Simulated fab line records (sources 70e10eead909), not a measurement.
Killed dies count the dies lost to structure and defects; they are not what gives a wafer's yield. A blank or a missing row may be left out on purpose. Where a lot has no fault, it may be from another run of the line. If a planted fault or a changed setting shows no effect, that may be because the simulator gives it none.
Struck lot and sound lot, side by side -- flow nand_harc -- 13 steps out of a route of 1302
Sound: wafers L796.2, L796.4, L796.5. Wafers struck: L795.2, L795.3, L795.4. Last of all comes the cause.
For every step that has rows: the tool of each side, followed by ch and its chambers, followed by its first start. Under that, the readings that differ: sound wafers -- struck wafers -- difference of the means -- sigmas: that difference in standard deviations of wafers without a fault.
alike: words and numbers the same on both sides, and readings whose means are apart by under 2 such deviations; not compared: readings that were withheld, readings missing a value for some wafer, numbers with overlapping values and no deviation given by the record, and bounds like >300 which may hide the same value.
A row with sigmas, a row that says differs or no value, or rows on one side alone: a step with any of these is where the two part. When numbers do not overlap yet have no deviation, they are printed without sigmas and do not part them. A reading missing from all wafers of one side parts the sides only when that side holds two or more wafers.

first, 1 step without rows for these wafers: NHARC_THIN_TSV_SRD_23.
NHARC_THIN_TSV_DEGAS_53: time 60 s.
  sound: pvd_sputter-03 at day 27 15:23; struck: pvd_sputter-01 at day 27 17:59
  alike: heater_power_w
NHARC_THIN_TSV_PRE_CLEAN_54: time 30 s.
  sound: pvd_sputter-03 at day 27 15:26; struck: pvd_sputter-01 at day 27 18:02
  alike: heater_power_w
then, 8 steps without rows for these wafers: NHARC_THIN_TSV_PVD_55 (deposits TiN, target thk 50 nm); NHARC_THIN_TSV_PVD_24 (deposits Al, target thk 800 nm); NHARC_THIN_TSV_DEHYDRATE_25 (time 120 s); NHARC_THIN_TSV_HMDS_26 (time 30 s); NHARC_THIN_TSV_COAT_27; NHARC_THIN_TSV_SOFTBAKE_28 (time 95 s); NHARC_THIN_TSV_EBR_29; NHARC_THIN_TSV_EXPOSE_30 (exposes mask PAD).
NHARC_THIN_TSV_PEB_31: peb time 85 s.
  sound on litho_track-02 ch 0, day 27 16:21; struck on litho_track-02, day 27 19:01
  no value came back on the struck wafers for chill_plate_temp_C (C), exhaust_pa (Pa), peb_time_s (s), resist_line_temp_C (C); on the sound wafers chill_plate_temp_C (C) reads 23.13 23.01 22.95
then, 1 step without rows for these wafers: NHARC_THIN_TSV_DEVELOP_32 (time 70 s).

== WHERE THEY PART ==
Only at NHARC_THIN_TSV_PEB_31, as far as this record shows.

WHY: the cause the simulator had injected
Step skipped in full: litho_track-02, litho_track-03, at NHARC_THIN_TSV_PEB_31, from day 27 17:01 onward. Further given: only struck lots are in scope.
